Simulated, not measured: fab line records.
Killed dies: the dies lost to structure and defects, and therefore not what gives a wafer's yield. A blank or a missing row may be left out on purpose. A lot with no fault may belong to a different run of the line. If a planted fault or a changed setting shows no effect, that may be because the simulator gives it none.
fab line records -- flow n5_finfet
record: lots: 11, wafers: 32, last_day: 16
route steps=1938 shown BEOL_M14@1732 PASSIVATION@1936
lots with no fault: from the same line, run without faults
start_h: hours from the record's opening day to when the first of the lot's shown wafers began -- wait_h: time in hours since the lot's previous step -- " the same as in the row above -- L1.1+2: a single row standing in for several wafers -- - no value, or no start given -- * or withheld: withheld -- < > ~ a bound
route shown NAME@n: a module of which the file shows steps, and the number in the route of the first -- usual: average and standard deviation across the fault-free wafers -- same: alike in all rows -- chamber/n: place in a boat -- sites: readings site by site -- _std_site: their standard deviation -- _edge_site: mean of outer sites minus mean of inner sites -- radius_mm: for every site, how far away it sits from the centre of the wafer -- mask NAME#n: copy n -- behind: the tool/chamber that last shaped the wafer -- hold: why the lot was held/for how many hours/how that ended -- device: the n, p or np transistor that did not switch -- end of line: the route-end tests of the same wafers -- a step given without rows: its recipe and nothing more -- killed: count of dies lost to structure and defects at first sort (not the wafer's yield) -- map: shows each die of a wafer: x if killed, . if not, _ if none is there
set.NAME: the setting as run; set.NAME@STEP: as run at that earlier step -- model.NAME: the simulator's own value behind a step, which no gauge read
the route's steps for a sample of lots (tables are steps, rows are wafers)
services: a tool's chamber out of use, with start hour (start_h, from the record's first day; less than 0 if before it), hours out, and reason
== steps ==
step: N5_BEOL_M14_STRIP_63
recipe: chemistry: O2, power_w: 600, temp_c: 60, pressure_mtorr: 30, rf_frequency_hz: 6e+07, bias_power_w: 0, overash_fraction: 0.3, o2_flow_sccm: 225
usual: drypump_motor_current_A: 5.7/0.32, oes_product_au: 0.81/0.083, rf_vpp_V: 3.6/0.84, showerhead_plenum_p_Torr: 2.12/0.057, throttle_valve_pct: 16.64/0.24
same: overash_fraction: 0.3
lot.wafer,tool,chamber,start_h,wait_h,drypump_motor_current_A,oes_product_au,rf_hours_counter_h,rf_vpp_V,showerhead_plenum_p_Torr,throttle_valve_pct
L461.2,rie_diel-06,0,-,-,5.5,0.81,73,4.0,2.01,16.16
L461.3,rie_diel-06,1,-,-,5.9,1.00,1,3.4,2.12,16.35
L461.4,rie_diel-06,2,-,-,5.6,0.80,109,2.6,2.10,16.80
L462.1,rie_diel-04,3,-,-,6.2,0.77,105,1.9,2.03,16.53
L462.5,rie_diel-04,2,-,-,5.4,0.68,-,3.2,2.12,16.31
L464.3,rie_diel-06,2,-,-,5.7,0.78,121,4.5,2.09,16.81
L464.4,rie_diel-06,3,-,-,6.0,0.79,134,3.4,2.10,16.54
L464.6,rie_diel-06,1,-,-,5.9,0.95,-,3.9,2.12,16.39
L467.4,rie_diel-01,0,-,-,5.1,0.80,76,3.0,2.14,16.65
L467.5,rie_diel-01,2,-,-,5.9,0.88,-,3.1,2.21,16.69
L467.6,rie_diel-01,3,-,-,5.5,0.80,-,3.1,2.12,16.89
L470.1,rie_diel-04,0,-,-,6.2,0.83,78,4.0,2.13,16.47
L470.3,rie_diel-04,1,-,-,5.4,0.67,253,3.5,2.07,16.71
L470.5,rie_diel-04,0,-,-,6.2,0.82,-,2.8,2.13,16.47
L468.1,rie_diel-01,2,-,-,5.9,0.88,30,3.6,2.21,16.72
L468.2,rie_diel-01,1,-,-,5.5,0.71,240,3.6,2.16,17.15
L468.5,rie_diel-01,1,-,-,5.5,0.71,-,2.8,2.16,17.13
L469.1,rie_diel-06,0,-,-,5.5,0.77,94,3.2,2.00,16.20
L469.3,rie_diel-06,1,-,-,5.9,0.90,22,3.2,2.12,16.41
L469.5,rie_diel-06,1,-,-,5.9,0.92,-,3.8,2.12,16.39
L472.1,rie_diel-01,3,-,-,5.5,0.78,114,3.8,2.12,16.90
L472.4,rie_diel-01,2,-,-,5.9,0.89,35,3.5,2.21,16.73
L472.5,rie_diel-01,2,-,-,5.9,0.89,-,3.5,2.21,16.74
L471.3,rie_diel-04,0,-,-,6.2,0.83,86,3.9,2.13,16.48
L471.4,rie_diel-04,3,-,-,6.2,0.75,-,4.5,2.02,16.60
L471.5,rie_diel-04,2,-,-,5.5,0.68,-,3.7,2.11,16.35
L479.3,rie_diel-01,1,-,-,5.6,1.01,2,3.7,2.16,16.70
L479.4,rie_diel-01,2,-,-,5.8,0.85,49,3.5,2.21,16.76
L479.5,rie_diel-01,2,-,-,5.8,0.84,-,2.0,2.21,16.76
L482.1,rie_diel-04,1,-,-,5.4,0.90,14,3.1,2.06,16.33
L482.4,rie_diel-04,3,-,-,6.1,0.73,149,5.2,2.01,16.65
L482.5,rie_diel-04,3,-,-,6.1,0.73,-,4.6,2.01,16.65
step: N5_BEOL_M14_CD_MEAS_28
recipe: target_cd_nm: 284.4, landing_energy_ev: 500, detector: se_inlens
usual: cd_nm: 285.6/2.5
lot.wafer,tool,chamber,start_h,wait_h,cd_nm
L461.2,cd_sem-03,0,238.03,-,281.7
L461.3,cd_sem-03,0,238.03,-,286.2
L461.4,cd_sem-03,0,238.03,-,285.6
L462.1,cd_sem-01,0,251.87,-,285.0
L462.5,cd_sem-01,0,251.87,-,284.6
L464.3,cd_sem-01,0,273.64,-,287.8
L464.4,cd_sem-01,0,273.64,-,283.5
L464.6,cd_sem-01,0,273.64,-,282.9
L467.4,cd_sem-02,0,295.97,-,284.6
L467.5,cd_sem-02,0,295.97,-,283.2
L467.6,cd_sem-02,0,295.97,-,284.3
L470.1,cd_sem-02,0,297.08,-,288.7
L470.3,cd_sem-02,0,297.08,-,286.2
L470.5,cd_sem-02,0,297.08,-,285.9
L468.1,cd_sem-03,0,297.29,-,284.0
L468.2,cd_sem-03,0,297.29,-,283.8
L468.5,cd_sem-03,0,297.29,-,286.9
L469.1,cd_sem-02,0,297.76,-,288.0
L469.3,cd_sem-02,0,297.76,-,286.6
L469.5,cd_sem-02,0,297.76,-,286.1
L472.1,cd_sem-01,0,309.63,-,285.2
L472.4,cd_sem-01,0,309.63,-,287.9
L472.5,cd_sem-01,0,309.63,-,282.6
L471.3,cd_sem-03,0,312.47,-,280.0
L471.4,cd_sem-03,0,312.47,-,283.6
L471.5,cd_sem-03,0,312.47,-,284.7
L479.3,cd_sem-03,0,343.99,-,289.5
L479.4,cd_sem-03,0,343.99,-,285.6
L479.5,cd_sem-03,0,343.99,-,289.6
L482.1,cd_sem-03,0,364.06,-,279.2
L482.4,cd_sem-03,0,364.06,-,283.9
L482.5,cd_sem-03,0,364.06,-,284.4
step: N5_BEOL_M14_OCD_MEAS_35
usual: trench_depth_nm: 556/22
lot.wafer,tool,chamber,start_h,wait_h,trench_depth_nm
L461.2,ocd-01,-,238.74,0.0,559
L461.3,ocd-01,-,238.74,0.0,527
L461.4,ocd-01,-,238.74,0.0,588
L462.1,ocd-02,-,252.58,0.0,585
L462.5,ocd-02,-,252.58,0.0,570
L464.3,ocd-02,-,274.34,0.0,575
L464.4,ocd-02,-,274.34,0.0,550
L464.6,ocd-02,-,274.34,0.0,584
L467.4,ocd-01,-,297.39,0.0,546
L467.5,ocd-01,-,297.39,0.0,529
L467.6,ocd-01,-,297.39,0.0,569
L470.1,ocd-02,-,297.96,0.0,571
L470.3,ocd-02,-,297.96,0.0,534
L470.5,ocd-02,-,297.96,0.0,542
L468.1,ocd-01,-,298.13,0.0,579
L468.2,ocd-01,-,298.13,0.0,595
L468.5,ocd-01,-,298.13,0.0,581
L469.1,ocd-02,-,298.46,0.0,539
L469.3,ocd-02,-,298.46,0.0,532
L469.5,ocd-02,-,298.46,0.0,575
L472.1,ocd-02,-,310.33,0.0,537
L472.4,ocd-02,-,310.33,0.0,540
L472.5,ocd-02,-,310.33,0.0,542
L471.3,ocd-01,-,313.16,0.0,519
L471.4,ocd-01,-,313.16,0.0,578
L471.5,ocd-01,-,313.16,0.0,594
L479.3,ocd-02,-,345.14,0.0,546
L479.4,ocd-02,-,345.14,0.0,542
L479.5,ocd-02,-,345.14,0.0,550
L482.1,ocd-02,-,364.76,0.0,537
L482.4,ocd-02,-,364.76,0.0,577
L482.5,ocd-02,-,364.76,0.0,580
step: N5_BEOL_M14_ETCH_38
recipe: chemistry: CF4/N2, target: SiCN, target_depth_a: 1065, taper_deg: 2, time_s: 120.6, ion_energy_ev: 150, mask_material: SiO2, pressure_mtorr: 40, source_w: 430, bias_w: 70, Ar_flow_sccm: 100, cf4_flow_sccm: 60, n2_flow_sccm: 60
usual: drypump_motor_current_A: 5.69/0.29, oes_product_au: 0.81/0.075, rf_fwd_power_W: 428.6/1.3, rf_vpp_V: 382.8/1.7, showerhead_plenum_p_Torr: 2.23/0.06, throttle_valve_pct: 15.46/0.22
lot.wafer,tool,chamber,start_h,wait_h,drypump_motor_current_A,oes_product_au,rf_fwd_power_W,rf_hours_counter_h,rf_vpp_V,showerhead_plenum_p_Torr,throttle_valve_pct
L461.2,rie_diel-01,2,241.48,-,5.81,0.91,429.6,10,385.0,2.37,15.56
L461.3,rie_diel-01,3,241.48,-,5.54,0.79,427.3,89,381.6,2.21,15.51
L461.4,rie_diel-01,0,241.48,-,5.12,0.86,428.6,56,382.8,2.25,15.36
L462.1,rie_diel-01,1,253.18,-,5.56,0.70,430.9,223,383.6,2.27,15.84
L462.5,rie_diel-01,2,253.18,-,5.84,0.91,426.6,-,385.6,2.36,15.58
L464.3,rie_diel-06,3,275.17,-,6.05,0.79,429.3,135,383.7,2.21,15.34
L464.4,rie_diel-06,0,275.17,-,5.62,0.77,428.2,85,381.8,2.15,15.11
L464.6,rie_diel-06,1,275.17,-,5.93,0.98,427.7,-,384.2,2.27,15.31
L467.4,rie_diel-06,1,299.32,-,5.93,0.95,427.2,23,382.4,2.26,15.34
L467.5,rie_diel-06,1,299.32,-,5.94,0.94,426.6,-,382.9,2.26,15.29
L467.6,rie_diel-06,2,299.32,-,5.65,0.80,430.3,-,382.6,2.22,15.68
L470.1,rie_diel-01,0,299.37,-,5.13,0.84,428.0,77,381.9,2.24,15.40
L470.3,rie_diel-01,1,299.37,-,5.57,0.71,427.6,241,384.9,2.27,15.88
L470.5,rie_diel-01,0,299.37,-,5.13,0.82,427.2,-,384.0,2.24,15.40
L469.1,rie_diel-01,1,300.14,-,5.57,0.70,428.8,241,383.3,2.27,15.88
L469.3,rie_diel-01,2,300.14,-,5.82,0.87,428.9,32,386.6,2.36,15.62
L469.5,rie_diel-01,2,300.14,-,5.86,0.87,429.4,-,387.3,2.36,15.61
L468.1,rie_diel-06,3,302.16,-,6.05,0.77,430.3,144,381.9,2.21,15.35
L468.2,rie_diel-06,0,302.16,-,5.50,0.76,430.8,95,380.4,2.15,15.15
L468.5,rie_diel-06,2,302.16,-,5.65,0.79,428.9,-,381.4,2.22,15.69
L472.1,rie_diel-01,2,310.42,-,5.84,0.86,428.7,35,387.0,2.36,15.60
L472.4,rie_diel-01,3,310.42,-,5.51,0.78,429.7,115,383.4,2.20,15.56
L472.5,rie_diel-01,2,310.42,-,5.83,0.86,426.9,-,385.6,2.36,15.62
L471.3,rie_diel-06,0,313.31,-,5.57,0.76,427.7,99,380.2,2.14,15.14
L471.4,rie_diel-06,1,313.31,-,5.92,0.93,429.6,28,383.0,2.26,15.36
L471.5,rie_diel-06,3,313.31,-,6.05,0.78,430.4,-,383.2,2.21,15.37
L479.3,rie_diel-06,3,345.99,-,6.05,0.53,428.7,158,381.5,2.20,15.38
L479.4,rie_diel-06,1,345.99,-,5.94,0.90,429.8,41,384.6,2.26,15.36
L479.5,rie_diel-06,2,345.99,-,5.66,0.78,430.0,-,382.6,2.21,15.71
L482.1,rie_diel-04,1,367.76,-,5.40,0.90,428.1,16,379.9,2.17,15.05
L482.4,rie_diel-04,0,367.76,-,6.24,0.79,425.5,109,382.7,2.22,15.22
L482.5,rie_diel-04,0,367.76,-,6.20,0.79,426.2,-,382.2,2.22,15.22
step: N5_PASSIVATION_PROBE_49
usual: defect_limited_yield: 91.4/1.6, killed_at_M0_to_M3: 35/10, killed_at_M4_up: 12/4.7, killed_at_contacts: 12/5.8, killed_at_front_end: 38/12, killed_at_other: 4/3.2, killed_dies: 102/18, killed_open: 68/14, killed_short: 32/8, sort_bin_4_leakage: 0.00/0.043, sort_bin_5_function: 5.1/0.96, sort_bin_6_memory: 3.2/0.77, sort_bin_8_speed: 0.1/0.39, sort_n_pass: 1078/20, sort_yield_pct: 91.3/1.7
same: gross_dies: 1180, killed_at_back_side: 0
lot.wafer,tool,chamber,start_h,wait_h,defect_limited_yield[%],killed_at_M0_to_M3,killed_at_M4_up,killed_at_contacts,killed_at_front_end,killed_at_other,killed_dies,killed_open,killed_short,sort_bin_4_leakage[%],sort_bin_5_function[%],sort_bin_6_memory[%],sort_bin_8_speed[%],sort_n_pass,sort_yield_pct[%]
L479.3,prober-01,-,371.09,0.1,90.2,32,7,32,41,4,116,83,30,0,6.4,3.3,0,1064,90.2
L479.4,prober-01,-,371.14,0.2,93.1,31,16,15,15,5,82,63,17,0,4.9,2.0,0,1098,93.1
L479.5,prober-01,-,371.19,0.2,91.3,28,21,18,31,5,103,75,28,0,4.9,3.4,0,1077,91.3
killed by level:class
L479.3 MOL_CONTACT_COAG:geometric_particle:open=25 STI_FIN_REVEAL:geometric_particle:open=15 BEOL_M3:geometric_particle:open=8 BEOL_M3:geometric_particle:short=7 BEOL_M0_SAQP:geometric_particle:open=6 MOL_CONTACT_COAG:geometric_particle:short=5 FIN_SAQP:geometric_particle:short=4 DUMMY_GATE:geometric_particle:open=4
L479.4 MOL_CONTACT_COAG:geometric_particle:open=11 BEOL_M3:geometric_particle:open=10 BEOL_M0_SAQP:geometric_particle:open=7 BEOL_M2:geometric_particle:open=6 BEOL_M8:geometric_particle:open=5 GATE_CUT:geometric_particle:open=3 MOL_CONTACT_COAG:geometric_particle:short=3 BEOL_M3:geometric_particle:short=3
L479.5 MOL_CONTACT_COAG:geometric_particle:open=18 BEOL_M0_SAQP:geometric_particle:open=11 STI_FIN_REVEAL:geometric_particle:open=11 BEOL_M0_SAQP:geometric_particle:short=6 BEOL_M3:geometric_particle:open=6 BEOL_M4:geometric_particle:open=6 FIN_SAQP:geometric_particle:open=4 FIN_SAQP:geometric_particle:short=4
== services ==
tool,chamber,start_h,hours,kind
rie_diel-06,3,242.09,1.5,repair
rie_diel-06,0,242.48,1.3,repair
rie_diel-04,0,276.72,15.8,repair
rie_diel-04,3,290.02,5.1,repair
rie_diel-04,2,293.54,9.1,repair
rie_diel-04,1,302.68,-,clean
rie_diel-04,1,302.68,-,consumable_replace:focus_ring
rie_diel-04,1,302.68,12.8,scheduled_down
rie_diel-04,1,302.68,12.8,vent_cycle
rie_diel-01,1,325.37,-,clean
rie_diel-01,1,325.37,-,consumable_replace:focus_ring
rie_diel-01,1,325.37,12.6,scheduled_down
rie_diel-01,1,325.37,12.6,vent_cycle
rie_diel-04,3,327.77,1.6,repair
rie_diel-04,2,340.26,-,clean
rie_diel-04,2,340.26,-,consumable_replace:focus_ring
rie_diel-04,2,340.26,17.9,scheduled_down
rie_diel-04,2,340.26,17.9,vent_cycle
rie_diel-01,2,366.86,2.7,repair
== key ==
first_sign: step: N5_BEOL_M14_ETCH_38, reading: oes_product_au, direction: down, sigmas: 3.7, usual: 0.81, struck: 0.53
effect none on later readings
met_at N5_BEOL_M14_ETCH_38
struck_lots L479
struck_wafers L479.3
not_acting_at N5_BEOL_M14_STRIP_63,N5_BEOL_M14_CD_MEAS_28,N5_BEOL_M14_OCD_MEAS_35
onset_between 313.31 345.99
fault: kind: process_parameter_drift, tool: rie_diel-06, chamber: -, onset_h: 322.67, steps: N5_BEOL_M14_ETCH_38, channel: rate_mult, offset: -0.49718, shape: step, end_h: 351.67, scope: struck_wafers_only
